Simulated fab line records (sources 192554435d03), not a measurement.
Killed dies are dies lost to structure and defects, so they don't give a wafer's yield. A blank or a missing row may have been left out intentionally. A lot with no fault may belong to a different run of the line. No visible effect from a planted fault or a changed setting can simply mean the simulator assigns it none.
fab line records	flow n5-finfet	part 1 of 2: steps 1 to 20 of 32
[record] lots = 5	wafers = 15	last-day = 17
route steps=1938 shown BEOL_M12@1656 BEOL_M13@1659
lots that met no fault: taken from a fault-free run of the same line
start-h: start of the lot's first displayed wafer, in hours after the record's first day	wait-h: hours elapsed since this lot's preceding step	" unchanged from the row above	L1.1+2: one row covering several wafers at once	- no value present, or no start provided	* or withheld: withheld	< > ~ a bound
route shown NAME@n: names a module that has steps shown in the file, with the first one's number in the route	usual: the fault-free wafers' mean and standard deviation	same: alike in all rows	chamber/n: place in a boat	sites: per-site readings	_std_site: the values' standard deviation	_edge_site: mean of outer sites minus mean of inner sites	radius-mm: for every site, how far away it sits from the centre of the wafer	mask NAME#n: copy n	behind: the most recent tool/chamber to have shaped the wafer	hold: why the lot went on hold/how many hours it stayed there/how the hold came to an end	device: names the non-switching transistor (n, p or np)	end of line: the route-end tests of the same wafers	a step without rows: its recipe alone	killed: not the wafer's yield, but the dies lost to structure and defects at the first sort	map: a wafer's dies, x killed, . not, _ none there
set.NAME: the setting that was run; set.NAME@STEP: the one run at that earlier step	model.NAME: the simulator's own value behind a step, which no gauge read
lots at some steps of the route; a table a step, a row a wafer
services: a tool's chamber out of use, with start hour (start-h, from the record's first day; less than 0 if before it), hours out, and reason
[[steps]]
[step N5_BEOL_M12_DEP_53]
[recipe] material = SiCN	target-thk-a = 300	temp-c = withheld	precursor = 3MS/NH3	pressure-torr = 3	rf-w = 675	time-s = 10.5
[usual] showerhead-plenum-p-Torr = 4.162/0.019	showerhead-vpp-V = 1606/85	throttle-valve-pct = 18.1/1.4
lot.wafer	tool	chamber	start-h	wait-h	showerhead-plenum-p-Torr	showerhead-vpp-V	throttle-valve-pct
L074.1	pecvd-03	2	245.65	0.0	4.152	1583	16.7
L074.2	"	1	"	"	4.132	1399	19.3
L074.5	"	1	"	"	4.145	1428	19.1
L076.1	pecvd-01	2	272.02	0.0	4.155	1588	16.1
L076.4	"	0	"	"	4.178	1613	18.6
L076.6	"	1	"	"	4.188	1763	16.9
L081.1	pecvd-04	2	281.42	0.0	4.158	1638	16.7
L081.3	"	1	"	"	4.174	1662	20.3
L081.5	"	1	"	"	4.174	1678	20.3
L083.1	pecvd-04	1	297.39	0.0	4.173	1640	20.5
L083.3	"	0	"	"	4.181	1638	18.9
L083.5	"	1	"	"	4.177	1666	20.5
L094.2	pecvd-03	2	363.71	0.0	4.160	1600	16.7
L094.5	"	1	"	"	4.135	1406	18.8
L094.6	"	0	"	"	4.129	1659	17.7
[step N5_BEOL_M12_RS_MEAS_54]
[recipe] thk-meas-gauge = four-point-probe	reads = Cu_of_BEOL_M12_ECD_47+Ta_of_BEOL_M12_SPUTTER_44+TaN_of_BEOL_M12_SPUTTER_43
[usual] M12_RS = 0.0604/0.00086
lot.wafer	tool	chamber	start-h	wait-h	M12_RS[ohm/sq]
L074.1	film-metro-02	-	245.71	0.0	0.0605
L074.2	"	-	"	"	0.0608
L074.5	"	-	"	"	0.0595
L076.1	film-metro-02	-	272.08	0.0	0.0607
L076.4	"	-	"	"	0.0608
L076.6	"	-	"	"	0.0607
L081.1	film-metro-01	-	281.48	0.0	0.0591
L081.3	"	-	"	"	0.0606
L081.5	"	-	"	"	0.0602
L083.1	film-metro-02	-	297.45	0.0	0.0591
L083.3	"	-	"	"	0.0617
L083.5	"	-	"	"	0.0613
L094.2	film-metro-02	-	363.77	0.0	0.0603
L094.5	"	-	"	"	0.0590
L094.6	"	-	"	"	0.0604
[step N5_BEOL_M12_INSPECT_55]
[recipe] inspect-instrument = darkfield	mode = post-dep
[usual] raw-defect-count = 70/26
lot.wafer	tool	chamber	start-h	wait-h	raw-defect-count
L074.1	defect-inspect-01	-	245.74	0.0	85
L074.2	"	-	"	"	69
L074.5	"	-	"	"	58
L076.1	defect-inspect-01	-	272.10	0.0	77
L076.4	"	-	"	"	51
L076.6	"	-	"	"	85
L081.1	defect-inspect-01	-	281.51	0.0	143
L081.3	"	-	"	"	48
L081.5	"	-	"	"	118
L083.1	defect-inspect-02	-	297.48	0.0	45
L083.3	"	-	"	"	37
L083.5	"	-	"	"	73
L094.2	defect-inspect-01	-	363.80	0.0	57
L094.5	"	-	"	"	59
L094.6	"	-	"	"	65
[step N5_BEOL_M13_ILD_DEP_00]
[recipe] material = SiOC	target-thk-a = 8379.2	temp-c = 350	precursor = DEMS/O2	pressure-torr = 5	rf-w = 500	time-s = 166.4
[usual] heater-power-outer-w = 267/39	heater-power-w = 500/53	showerhead-plenum-p-Torr = 5.692/0.013	showerhead-vpp-V = 1368/86	throttle-valve-pct = 11.7/0.57
lot.wafer	tool	chamber	start-h	wait-h	heater-power-outer-w	heater-power-w	showerhead-plenum-p-Torr	showerhead-vpp-V	throttle-valve-pct
L074.1	pecvd-01	0	245.78	0.0	219	446	5.700	1410	12.5
L074.2	"	2	"	"	262	490	5.687	1371	10.6
L074.5	"	2	"	"	292	518	5.687	1402	10.8
L076.1	pecvd-02	2	272.14	0.0	237	436	5.687	1303	11.5
L076.4	"	1	"	"	332	568	5.684	1432	12.0
L076.6	"	0	"	"	257	470	5.691	1263	11.8
L081.1	pecvd-01	2	281.54	0.0	320	545	5.695	1349	10.7
L081.3	"	0	"	"	195	389	5.688	1408	12.2
L081.5	"	2	"	"	246	449	5.680	1380	10.6
L083.1	pecvd-02	2	297.52	0.0	217	424	5.695	1295	11.1
L083.3	"	1	"	"	344	597	5.687	1494	12.0
L083.5	"	0	"	"	267	477	5.690	1252	11.9
L094.2	pecvd-02	2	363.84	0.0	242	457	5.688	1310	11.6
L094.5	"	2	"	"	264	475	5.686	1300	11.6
L094.6	"	1	"	"	352	596	5.698	1471	12.0
[step N5_BEOL_M13_THK_MEAS_01]
[recipe] reads = SiOC_of_BEOL_M13_ILD_DEP_00
[usual] M13_ILD_THK = 836/9.2
lot.wafer	tool	chamber	start-h	wait-h	M13_ILD_THK[nm]
L074.1	film-metro-01	-	245.93	0.1	832
L074.2	"	-	"	"	837
L074.5	"	-	"	"	848
L076.1	film-metro-01	-	272.29	0.1	832
L076.4	"	-	"	"	837
L076.6	"	-	"	"	850
L081.1	film-metro-01	-	281.77	0.2	828
L081.3	"	-	"	"	847
L081.5	"	-	"	"	846
L083.1	film-metro-01	-	297.67	0.1	835
L083.3	"	-	"	"	821
L083.5	"	-	"	"	841
L094.2	film-metro-01	-	363.99	0.1	833
L094.5	"	-	"	"	849
L094.6	"	-	"	"	842
[step N5_BEOL_M13_COAT_58]
[recipe] resist = BARC	temp-c = 205	time-s = 60	spin-rpm = 1500	resist-thk-nm = 89
[usual] resist-line-temp-C = 23.00/0.098
lot.wafer	tool	chamber	start-h	wait-h	resist-line-temp-C
L074.1	litho-track-01	0	245.96	0.0	23.13
L074.2	"	0	"	"	22.95
L074.5	"	0	"	"	23.10
L076.1	litho-track-02	0	272.32	0.0	23.10
L076.4	"	0	"	"	22.98
L076.6	"	0	"	"	23.04
L081.1	litho-track-01	0	281.80	0.0	23.04
L081.3	"	0	"	"	22.90
L081.5	"	0	"	"	22.86
L083.1	litho-track-01	0	297.70	0.0	22.89
L083.3	"	0	"	"	22.89
L083.5	"	0	"	"	22.87
L094.2	litho-track-05	0	364.02	0.0	23.12
L094.5	"	0	"	"	23.08
L094.6	"	0	"	"	23.10
[step N5_BEOL_M13_COAT_04]
[recipe] spin-rpm = 1625	resist-thk-nm = 400
[usual] resist-line-temp-C = 23.02/0.1
lot.wafer	tool	chamber	start-h	wait-h	resist-line-temp-C
L074.1	litho-track-01	0	-	-	23.13
L074.2	"	0	"	"	23.22
L074.5	"	0	"	"	23.09
L076.1	litho-track-02	0	-	-	23.08
L076.4	"	0	"	"	23.01
L076.6	"	0	"	"	22.95
L081.1	litho-track-01	0	-	-	23.13
L081.3	"	0	"	"	23.15
L081.5	"	0	"	"	23.09
L083.1	litho-track-01	0	-	-	22.93
L083.3	"	0	"	"	22.97
L083.5	"	0	"	"	23.03
L094.2	litho-track-05	0	-	-	22.98
L094.5	"	0	"	"	23.03
L094.6	"	0	"	"	23.02
[step N5_BEOL_M13_EBR_06]
[recipe] solvent = PGMEA	ebr-width-mm = 1.5
[usual] resist-line-temp-C = 23.00/0.11
lot.wafer	tool	chamber	start-h	wait-h	resist-line-temp-C
L074.1	litho-track-01	0	-	-	22.75
L074.2	"	0	"	"	23.11
L074.5	"	0	"	"	22.97
L076.1	litho-track-02	0	-	-	23.01
L076.4	"	0	"	"	23.03
L076.6	"	0	"	"	22.99
L081.1	litho-track-01	0	-	-	23.13
L081.3	"	0	"	"	23.14
L081.5	"	0	"	"	23.13
L083.1	litho-track-01	0	-	-	22.94
L083.3	"	0	"	"	22.65
L083.5	"	0	"	"	22.96
L094.2	litho-track-05	0	-	-	23.00
L094.5	"	0	"	"	23.16
L094.6	"	0	"	"	23.13
[step N5_BEOL_M13_SOFTBAKE_05]
[recipe] temp-c = 130	time-s = 60
[usual] resist-line-temp-C = 23.00/0.12
lot.wafer	tool	chamber	start-h	wait-h	resist-line-temp-C
L074.1	litho-track-01	0	-	-	22.84
L074.2	"	0	"	"	22.92
L074.5	"	0	"	"	22.87
L076.1	litho-track-02	0	-	-	22.88
L076.4	"	0	"	"	23.03
L076.6	"	0	"	"	22.82
L081.1	litho-track-01	0	-	-	22.96
L081.3	"	0	"	"	22.89
L081.5	"	0	"	"	22.72
L083.1	litho-track-01	0	-	-	23.08
L083.3	"	0	"	"	22.93
L083.5	"	0	"	"	23.10
L094.2	litho-track-05	0	-	-	23.07
L094.5	"	0	"	"	23.01
L094.6	"	0	"	"	22.99
[step N5_BEOL_M13_EXPOSE_07]
[recipe] mask-id = V12	na = 0.93	source-shape = conventional	sigma-outer = 0.6	polarization = unpolarized	attpsm-phase-deg = 180	dose-mj = 24.8
lot.wafer	tool	chamber	start-h	wait-h	mask
L074.1+2+5	krf-scanner-02	0	246.18	-	V12#0
L076.1+4+6	krf-scanner-02	0	272.42	-	V12#0
L081.1+3+5	krf-scanner-01	0	281.93	-	V12#0
L083.1+3+5	krf-scanner-02	0	297.92	-	V12#0
L094.2+5+6	krf-scanner-02	0	364.25	-	V12#0
[step N5_BEOL_M13_PEB_08]
[recipe] peb-temp-c = 130	peb-time-s = 90
[usual] resist-line-temp-C = 23.02/0.12
lot.wafer	tool	chamber	start-h	wait-h	resist-line-temp-C
L074.1	litho-track-05	0	246.25	0.1	23.13
L074.2	"	0	"	"	22.89
L074.5	"	0	"	"	22.99
L076.1	litho-track-05	0	272.48	0.1	23.08
L076.4	"	0	"	"	23.11
L076.6	"	0	"	"	23.06
L081.1	litho-track-05	0	281.98	0.1	23.11
L081.3	"	0	"	"	23.21
L081.5	"	0	"	"	23.12
L083.1	litho-track-05	0	297.98	0.1	23.15
L083.3	"	0	"	"	23.15
L083.5	"	0	"	"	23.03
L094.2	litho-track-05	0	364.30	0.0	22.99
L094.5	"	0	"	"	23.15
L094.6	"	0	"	"	23.01
[step N5_BEOL_M13_DEVELOP_09]
[recipe] develop-time-s = 45	rinse-liquid = diw	dry = air-spin	dev-temp-c = 21
[usual] resist-line-temp-C = 22.99/0.11
lot.wafer	tool	chamber	start-h	wait-h	resist-line-temp-C
L074.1	litho-track-05	0	-	-	22.85
L074.2	"	0	"	"	22.97
L074.5	"	0	"	"	23.05
L076.1	litho-track-05	0	-	-	22.95
L076.4	"	0	"	"	22.82
L076.6	"	0	"	"	23.12
L081.1	litho-track-05	0	-	-	22.93
L081.3	"	0	"	"	22.80
L081.5	"	0	"	"	22.98
L083.1	litho-track-05	0	-	-	22.86
L083.3	"	0	"	"	22.85
L083.5	"	0	"	"	22.90
L094.2	litho-track-05	0	-	-	23.02
L094.5	"	0	"	"	22.90
L094.6	"	0	"	"	22.96
[step N5_BEOL_M13_HARDBAKE_14]
[recipe] temp-c = 130	time-s = 120
[usual] resist-line-temp-C = 23.00/0.099
lot.wafer	tool	chamber	start-h	wait-h	resist-line-temp-C
L074.1	litho-track-05	0	-	-	22.98
L074.2	"	0	"	"	22.89
L074.5	"	0	"	"	22.82
L076.1	litho-track-05	0	-	-	23.02
L076.4	"	0	"	"	23.09
L076.6	"	0	"	"	23.09
L081.1	litho-track-05	0	-	-	22.91
L081.3	"	0	"	"	22.81
L081.5	"	0	"	"	22.97
L083.1	litho-track-05	0	-	-	23.07
L083.3	"	0	"	"	23.11
L083.5	"	0	"	"	23.04
L094.2	litho-track-05	0	-	-	23.16
L094.5	"	0	"	"	23.21
L094.6	"	0	"	"	23.12
[step N5_BEOL_M13_CD_MEAS_10]
[recipe] target-cd-nm = 190	landing-energy-ev = 500	detector = se-inlens	polarity = opening
[usual] cd-nm = 189.5/1.3
lot.wafer	tool	chamber	start-h	wait-h	cd-nm
L074.1	cd-sem-01	0	246.36	-	188.6
L074.2	"	0	"	"	187.8
L074.5	"	0	"	"	190.6
L076.1	cd-sem-01	0	272.59	-	188.2
L076.4	"	0	"	"	188.2
L076.6	"	0	"	"	188.3
L081.1	cd-sem-01	0	282.10	-	187.9
L081.3	"	0	"	"	188.4
L081.5	"	0	"	"	187.9
L083.1	cd-sem-03	0	298.10	-	190.6
L083.3	"	0	"	"	189.9
L083.5	"	0	"	"	190.8
L094.2	cd-sem-02	0	364.42	-	192.3
L094.5	"	0	"	"	191.2
L094.6	"	0	"	"	191.9
[step N5_BEOL_M13_OVL_MEAS_11]
[recipe] points-per-wafer = 44
[usual] V12_OVL = -3/4.4
lot.wafer	tool	chamber	start-h	wait-h	V12_OVL[nm]
L074.1	overlay-02	0	246.39	0.0	-2
L074.2	"	0	"	"	5
L074.5	"	0	"	"	-1
L076.1	overlay-01	0	272.63	0.0	-9
L076.4	"	0	"	"	0
L076.6	"	0	"	"	-2
L081.1	overlay-01	0	282.13	0.0	-7
L081.3	"	0	"	"	-5
L081.5	"	0	"	"	0
L083.1	overlay-01	0	298.13	0.0	-2
L083.3	"	0	"	"	-2
L083.5	"	0	"	"	3
L094.2	overlay-01	0	364.45	0.0	5
L094.5	"	0	"	"	1
L094.6	"	0	"	"	-1
[step N5_BEOL_M13_INSPECT_12]
[recipe] mode = adi	inspect-instrument = macro
[usual] raw-defect-count = 2.1/1.4
lot.wafer	tool	chamber	start-h	wait-h	raw-defect-count
L074.1	defect-inspect-02	-	246.41	0.0	2
L074.2	"	-	"	"	3
L074.5	"	-	"	"	1
L076.1	defect-inspect-02	-	272.65	0.0	4
L076.4	"	-	"	"	3
L076.6	"	-	"	"	3
L081.1	defect-inspect-02	-	282.15	0.0	0
L081.3	"	-	"	"	2
L081.5	"	-	"	"	0
L083.1	defect-inspect-02	-	298.15	0.0	2
L083.3	"	-	"	"	1
L083.5	"	-	"	"	1
L094.2	defect-inspect-02	-	364.47	0.0	0
L094.5	"	-	"	"	3
L094.6	"	-	"	"	4
[step N5_BEOL_M13_DESCUM_15]
[recipe] chemistry = O2	time-s = 7.9	source-power-w = 50	bias-power-w = 20	pressure-mtorr = 20	rf-frequency-hz = 2.712e+07	temp-c = 40	o2-flow-sccm = 225
[usual] drypump-motor-current-A = 5.9/0.39	o2-flow-sccm = 224.9/0.63	oes-product-au = 0.80/0.078	rf-vpp-V = 242.9/1.5	showerhead-plenum-p-Torr = 2.07/0.081	throttle-valve-pct = 20.49/0.21
lot.wafer	tool	chamber	start-h	wait-h	drypump-motor-current-A	o2-flow-sccm	oes-product-au	rf-hours-counter-h	rf-vpp-V	showerhead-plenum-p-Torr	throttle-valve-pct
L074.1	rie-diel-01	0	246.45	0.0	5.9	225.2	0.75	154	243.1	2.10	20.57
L074.2	"	2	"	"	5.5	224.3	0.93	9	244.7	2.14	20.60
L074.5	"	2	"	"	5.5	224.2	0.93	-	243.8	2.14	20.58
L076.1	rie-diel-03	0	272.68	0.0	5.8	225.7	0.79	95	243.5	2.12	20.70
L076.4	"	3	"	"	5.6	225.4	0.80	77	246.5	2.21	19.97
L076.6	"	0	"	"	5.9	225.5	0.79	-	243.0	2.12	20.69
L081.1	rie-diel-03	2	282.19	0.0	5.9	224.9	0.67	246	243.2	2.06	20.82
L081.3	"	3	"	"	5.6	223.8	0.80	80	244.5	2.21	19.99
L081.5	"	1	"	"	6.2	225.4	0.74	-	241.6	1.92	20.43
L083.1	rie-diel-02	1	298.19	0.0	5.9	225.6	0.77	138	242.5	2.02	20.48
L083.3	"	3	"	"	5.3	225.0	0.78	113	243.0	2.02	20.57
L083.5	"	1	"	"	5.9	225.2	0.76	-	242.9	2.02	20.48
L094.2	rie-diel-01	1	364.50	0.0	6.3	225.3	0.81	94	242.9	2.03	20.67
L094.5	"	1	"	"	6.3	225.2	0.80	-	241.9	2.03	20.67
L094.6	"	2	"	"	5.5	224.6	0.86	-	242.0	2.13	20.65
[step N5_BEOL_M13_ETCH_59]
[recipe] chemistry = N2/H2	target = BARC	target-depth-a = 890	overetch-a = 267	time-s = 67.9	ion-energy-ev = 200	pressure-mtorr = 30	source-w = 840	bias-w = 150	n2-flow-sccm = 200	h2-flow-sccm = 200
[usual] drypump-motor-current-A = 6.0/0.39	oes-product-au = 0.68/0.065	rf-vpp-V = 523.1/2.8	showerhead-plenum-p-Torr = 2.52/0.098	throttle-valve-pct = 17.94/0.21
lot.wafer	tool	chamber	start-h	wait-h	drypump-motor-current-A	oes-product-au	rf-hours-counter-h	rf-vpp-V	showerhead-plenum-p-Torr	throttle-valve-pct
L074.1	rie-diel-01	0	246.48	0.0	5.9	0.65	154	523.4	2.55	18.00
L074.2	"	2	"	"	5.5	0.80	9	525.7	2.59	18.07
L074.5	"	2	"	"	5.5	0.80	-	524.9	2.59	18.07
L076.1	rie-diel-03	0	272.72	0.0	5.9	0.68	95	523.7	2.56	18.16
L076.4	"	3	"	"	5.6	0.69	77	527.5	2.69	17.43
L076.6	"	0	"	"	5.9	0.68	-	524.3	2.56	18.16
L081.1	rie-diel-03	2	282.22	0.0	5.9	0.58	246	521.3	2.51	18.29
L081.3	"	3	"	"	5.6	0.69	80	528.3	2.69	17.44
L081.5	"	1	"	"	6.2	0.65	-	517.5	2.34	17.92
L083.1	rie-diel-02	1	298.22	0.0	5.9	0.66	138	521.2	2.45	17.95
L083.3	"	3	"	"	5.3	0.67	113	521.4	2.45	18.01
L083.5	"	1	"	"	5.9	0.66	-	522.2	2.45	17.95
L094.2	rie-diel-01	1	364.54	0.0	6.3	0.69	94	521.6	2.45	18.02
L094.5	"	1	"	"	6.3	0.69	-	520.2	2.46	18.01
L094.6	"	2	"	"	5.5	0.74	-	524.7	2.58	18.15
[step N5_BEOL_M13_VIA_ETCH_16]
[recipe] chemistry = C4F8/O2/Ar	target = SiOC	pressure-mtorr = 30	source-w = 3000	bias-w = 700	Ar_flow_sccm = 400	C4F8_flow_sccm = 15	O2_flow_sccm = 8	he-inner-torr = 15	he-outer-torr = 30	target-depth-a = 9217	time-s = withheld	ion-energy-ev = 250	ends = cleared
[usual] O2_flow_sccm = 8.000/0.026	drypump-motor-current-A = 6.0/0.39	oes-product-au = 0.72/0.07	rf-vpp-V = 664/3.6	showerhead-plenum-p-Torr = 3.38/0.12	throttle-valve-pct = 24.24/0.21
lot.wafer	tool	chamber	start-h	wait-h	O2_flow_sccm	drypump-motor-current-A	oes-product-au	rf-vpp-V	showerhead-plenum-p-Torr	throttle-valve-pct
L074.1	rie-diel-01	0	246.54	0.0	8.008	5.9	0.68	666	3.41	24.27
L074.2	"	2	"	"	8.012	5.5	0.84	667	3.48	24.35
L074.5	"	2	"	"	8.027	5.5	0.85	668	3.48	24.33
L076.1	rie-diel-03	0	272.77	0.0	8.003	5.9	0.72	667	3.43	24.39
L076.4	"	3	"	"	7.995	5.6	0.73	671	3.59	23.74
L076.6	"	0	"	"	7.971	5.8	0.71	666	3.43	24.40
L081.1	rie-diel-03	2	282.27	0.0	8.019	5.9	0.61	664	3.38	24.58
L081.3	"	3	"	"	7.967	5.6	0.73	671	3.59	23.72
L081.5	"	1	"	"	8.008	6.2	0.68	658	3.15	24.13
L083.1	rie-diel-02	1	298.27	0.0	8.030	5.9	0.69	662	3.30	24.25
L083.3	"	3	"	"	7.997	5.3	0.71	660	3.30	24.37
L083.5	"	1	"	"	7.989	5.9	0.69	663	3.30	24.23
L094.2	rie-diel-01	1	364.59	0.0	7.992	6.3	0.74	663	3.31	24.43
L094.5	"	1	"	"	7.986	6.3	0.73	662	3.30	24.41
L094.6	"	2	"	"	7.958	5.5	0.77	666	3.46	24.39
[step N5_BEOL_M13_STRIP_63]
[recipe] chemistry = N2/H2	power-w = 1000	temp-c = 250	h2-frac = 0.65	overash-fraction = 0.3	pressure-mtorr = 1000	n2-flow-sccm = 1750	h2-flow-sccm = 3250
[usual] drypump-motor-current-A = 5.6/0.35	heater-power-w = 338/23	oes-product-au = 0.674/0.0047	strip-time-to-endpoint-s = 28.1/0.91
[same] overash-fraction = 0.3
lot.wafer	tool	chamber	start-h	wait-h	drypump-motor-current-A	heater-power-w	oes-product-au	rf-hours-counter-h	strip-time-to-endpoint-s
L074.1	plasma-asher-02	0	246.77	-	5.9	324	0.671	118	28.5
L074.2	"	1	"	"	5.6	367	0.670	118	27.8
L074.5	"	0	"	"	5.9	330	0.679	-	27.0
L076.1	plasma-asher-02	0	273.01	-	6.0	322	0.668	123	27.9
L076.4	"	0	"	"	5.9	318	0.679	-	27.6
L076.6	"	1	"	"	5.6	364	0.676	-	26.6
L081.1	plasma-asher-01	0	282.51	-	4.9	333	0.679	83	29.0
L081.3	"	1	"	"	5.7	324	0.673	-	26.7
L081.5	"	0	"	"	4.9	331	0.677	-	27.4
L083.1	plasma-asher-02	1	298.51	-	5.6	371	0.671	128	28.4
L083.3	"	0	"	"	5.9	316	0.682	-	29.8
L083.5	"	0	"	"	5.9	325	0.685	-	28.0
L094.2	plasma-asher-01	0	364.83	-	4.9	331	0.680	97	27.8
L094.5	"	1	"	"	5.7	316	0.675	-	26.5
L094.6	"	0	"	"	5.0	331	0.671	-	27.4
